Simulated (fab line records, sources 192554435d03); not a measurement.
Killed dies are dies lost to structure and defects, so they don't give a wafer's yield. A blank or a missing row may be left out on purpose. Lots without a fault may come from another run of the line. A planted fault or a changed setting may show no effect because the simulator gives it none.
Chamber matching | flow n5_finfet | N5_BEOL_M6_ILD_DEP_00 on pecvd-04: 3 sister chambers
The step deposits SiCOH lowk from DEMS/porogen, target thk 179.75 nm, time 33.4 s. 16 wafers are shown with their chamber, then 8 later ones without.

WAFERS WITH THEIR CHAMBER
wafer  | chamber | throttle_valve_pct (%) | showerhead_plenum_p_Torr (Torr) | heater_power_w (W)
L074.2 | 1       | 14.6                   | 5.741                           | 372
L074.3 | 0       | 13.3                   | 5.745                           | 424
L074.4 | 2       | 13.0                   | 5.762                           | 350
L075.2 | 2       | 12.4                   | 5.746                           | 388
L075.4 | 2       | 12.9                   | 5.758                           | 383
L075.5 | 1       | 14.7                   | 5.736                           | 392
L080.1 | 1       | 15.0                   | 5.721                           | 411
L080.2 | 0       | 13.4                   | 5.757                           | 380
L080.4 | 0       | 13.1                   | 5.742                           | 385
L085.2 | 1       | 14.6                   | 5.735                           | 380
L085.3 | 0       | 13.4                   | 5.736                           | 426
L085.6 | 2       | 13.0                   | 5.760                           | 407
L088.1 | 1       | 14.8                   | 5.736                           | 353
L088.2 | 0       | 13.4                   | 5.732                           | 369
L088.5 | 2       | 13.1                   | 5.755                           | 374
L087.2 | 2       | 12.7                   | 5.756                           | 385

SIGNATURES (means of the wafers above)
reading                  | chamber 0 | chamber 1 | chamber 2 | scatter within a chamber
throttle_valve_pct       | 13.320    | 14.740    | 12.850    | 0.199
showerhead_plenum_p_Torr | 5.74240   | 5.73380   | 5.75617   | 0.00761
heater_power_w           | 396.80    | 381.60    | 381.17    | 22.2
Rule: a wafer's distance from a chamber is the root of the sum, over the readings, of the square of ((its reading less the chamber's mean) divided by the reading's scatter). The wafer belongs to the nearest chamber; if the next one is less than 2 further off, it can't be placed. The scatter: the root of (the sum of the squares of (reading less its chamber's mean) over the shown wafers, divided by (wafers less chambers)).

WAFERS WITHOUT THEIR CHAMBER
wafer  | throttle_valve_pct (%) | showerhead_plenum_p_Torr (Torr) | heater_power_w (W)
L087.4 | 12.8                   | 5.755                           | 405
L087.6 | 13.3                   | 5.740                           | 417
L091.2 | 14.5                   | 5.729                           | 428
L091.3 | 13.2                   | 5.764                           | 325
L091.4 | 12.8                   | 5.741                           | 343
L097.1 | 12.8                   | 5.744                           | 391
L097.4 | 13.1                   | 5.766                           | 385
L097.5 | 14.9                   | 5.747                           | 410

WHICH CHAMBER EACH WENT THROUGH
wafer  | from the rows above     | in truth
L087.4 | 2                       | 2
L087.6 | 0                       | 0
L091.2 | 1                       | 1
L091.3 | can't be placed: 2 or 0 | 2
L091.4 | can't be placed: 2 or 0 | 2
L097.1 | can't be placed: 2 or 0 | 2
L097.4 | can't be placed: 2 or 0 | 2
L097.5 | 1                       | 1
Placed correctly: 4 of 8. Can't be placed from these rows: 4 (the true chamber is among the candidates in 4). Placed wrongly: 0.
